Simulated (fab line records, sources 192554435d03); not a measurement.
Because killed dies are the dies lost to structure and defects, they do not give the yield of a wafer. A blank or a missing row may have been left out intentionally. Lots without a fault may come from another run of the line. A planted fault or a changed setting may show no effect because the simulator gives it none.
A struck lot beside a sound one / flow n5_finfet / 37 out of 1938 route steps
Sound: wafers L563.2, L563.3, L563.6. Struck: wafer L557.3. (L557.1, L557.4 of the same lot were not struck and are left out.) The cause comes at the end.
Each step with rows lists, per side, the tool, then ch with its chambers, then its first start. Under that, the readings that differ: sound wafers / struck wafers / difference of the means / sigmas: that difference in standard deviations of wafers without a fault.
alike: readings whose means differ by less than 2 such deviations, and words and numbers that are the same on both sides. not compared: withheld readings, readings that some wafer has no value for, bounds like >300 that may hide the same value, and numbers for which the record gives no deviation and whose values overlap.
A row with sigmas, a row that says differs or no value, or rows on one side alone: a step with any of these is where the two part. Numbers that don't overlap but have no deviation are shown without sigmas and don't part them. Lack of a reading on every wafer of one side parts them only where that side has two or more wafers.

first, 9 steps without rows for these wafers: N5_BEOL_M11_ALD_74 (deposits TaN, target thk 2 nm, pulse time 2 s, purge time 3 s); N5_BEOL_M11_SURFACE_TREAT_76; N5_BEOL_M11_CVD_75 (deposits Co from CCTBA/H2, target thk 2 nm, time 138.9 s); N5_BEOL_M11_SPUTTER_48 (material Cu, target thk 12 nm, time 2 s); N5_BEOL_M11_ECD_50 (material Cu, target thk 318 nm); N5_BEOL_M11_ANNEAL_51 (time 90 s); N5_BEOL_M11_CMP_52 (polishes, stops on SiCOH lowk, t overpolish 7 s, target thk 140 nm); N5_BEOL_M11_PRE_CLEAN_55 (time 15 s); N5_BEOL_M11_DEP_56 (deposits SiCN from 3MS/NH3, target thk 30 nm, time 10.5 s).
N5_BEOL_M12_ILD_DEP_00: deposits SiOC from DEMS/O2, target thk 658.92 nm, time 130.7 s.
  sound on pecvd-02 ch 0,1,2, day 15 14:25; struck on pecvd-04 ch 1, day 14 14:11
reading=run_length_s (s); sound=175.5 175.3 176.1; struck=192.8; difference=+17.2; sigmas=+30
reading=model.SiOC_of_BEOL_M12_ILD_DEP_00.thk_nm (nm); sound=657.2 653 670.8; struck=745.2; difference=+84.9; sigmas=
  alike: heater_power_w, showerhead_plenum_p_Torr, susceptor_temp_C, throttle_valve_pct
N5_BEOL_M12_THK_MEAS_01:
  sound: film_metro-01 at day 15 14:33; struck: film_metro-02 at day 14 14:19
reading=M12_ILD_THK (nm); sound=657 653 670; struck=745; difference=+85; sigmas=+10
then, 10 steps without rows for these wafers: N5_BEOL_M12_COAT_58 (time 60 s, resist thk 89 nm); N5_BEOL_M12_COAT_04 (resist thk 400 nm); N5_BEOL_M12_EBR_06; N5_BEOL_M12_SOFTBAKE_05 (time 60 s); N5_BEOL_M12_EXPOSE_07 (exposes mask V11); N5_BEOL_M12_PEB_08 (peb time 90 s); N5_BEOL_M12_DEVELOP_09 (develop time 45 s); N5_BEOL_M12_HARDBAKE_14 (time 120 s); N5_BEOL_M12_DESCUM_15 (chemistry O2, time 7.9 s); N5_BEOL_M12_ETCH_59 (etches BARC in N2/H2, target depth 89 nm, overetch 26.7 nm, time 67.9 s).
N5_BEOL_M12_VIA_ETCH_16: etches SiOC in C4F8/O2/Ar, target depth 724.8 nm.
  sound on rie_diel-02 ch 1,2, day 15 15:10; struck on rie_diel-05 ch 3, day 14 14:55
reading=model.etch.depth_nm (nm); sound=657.2 652.9 670.8; struck=745.2; difference=+84.9; sigmas=
reading=model.coat_of_BEOL_M12_COAT_04.thk_nm (nm); sound=125.2 127 121.2; struck=98.6; difference=-25.9; sigmas=
  alike: drypump_motor_current_A, oes_product_au, rf_vpp_V, showerhead_plenum_p_Torr, throttle_valve_pct
N5_BEOL_M12_STRIP_63: strips in N2/H2.
  sound on plasma_asher-01 ch 0,1, day 15 15:22; struck on plasma_asher-01 ch 0, day 14 15:07
reading=strip_time_to_endpoint_s (s); sound=43.1 43.6 42.0; struck=35.8; difference=-7.1; sigmas=-7
  alike: drypump_motor_current_A, heater_power_w, oes_product_au
  not compared: rf_hours_counter_h
then, 12 steps without rows for these wafers: N5_BEOL_M12_STRIP_64 (strips in N2/H2); N5_BEOL_M12_STRIP_71 (strips in post etch residue remover, time 60 s); N5_BEOL_M12_SRD_72 (time 30 s, dry time 30 s); N5_BEOL_M12_COAT_65 (time 60 s, resist thk 300 nm); N5_BEOL_M12_COAT_66 (time 60 s, resist thk 110 nm); N5_BEOL_M12_COAT_22 (resist thk 300 nm); N5_BEOL_M12_EBR_24; N5_BEOL_M12_SOFTBAKE_23 (time 60 s); N5_BEOL_M12_EXPOSE_25 (exposes mask M12); N5_BEOL_M12_PEB_26 (peb time 90 s); N5_BEOL_M12_DEVELOP_27 (develop time 45 s); N5_BEOL_M12_HARDBAKE_32 (time 120 s).
N5_BEOL_M12_CMP_49: polishes, stops on SiOC, t overpolish 20.6 s, target thk 320 nm.
  sound on cmp-03 ch 0,3, day 15 18:35; struck on cmp-02 ch 3, day 14 20:22
reading=model.SiOC_of_BEOL_M12_ILD_DEP_00.thk_nm (nm); sound=597 591.6 609.6; struck=684; difference=+85; sigmas=
  alike: motor_current_A
N5_PASSIVATION_PROBE_49:
  the record has rows for the sound wafers here (prober-02, day 17 06:45) and none for the struck ones

WHERE THEY PART
First at N5_BEOL_M12_ILD_DEP_00; last, within this record, at N5_PASSIVATION_PROBE_49.

WHY: what the simulator had put in
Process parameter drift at N5_BEOL_M12_ILD_DEP_00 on pecvd-04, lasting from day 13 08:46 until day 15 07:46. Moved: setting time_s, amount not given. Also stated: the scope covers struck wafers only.
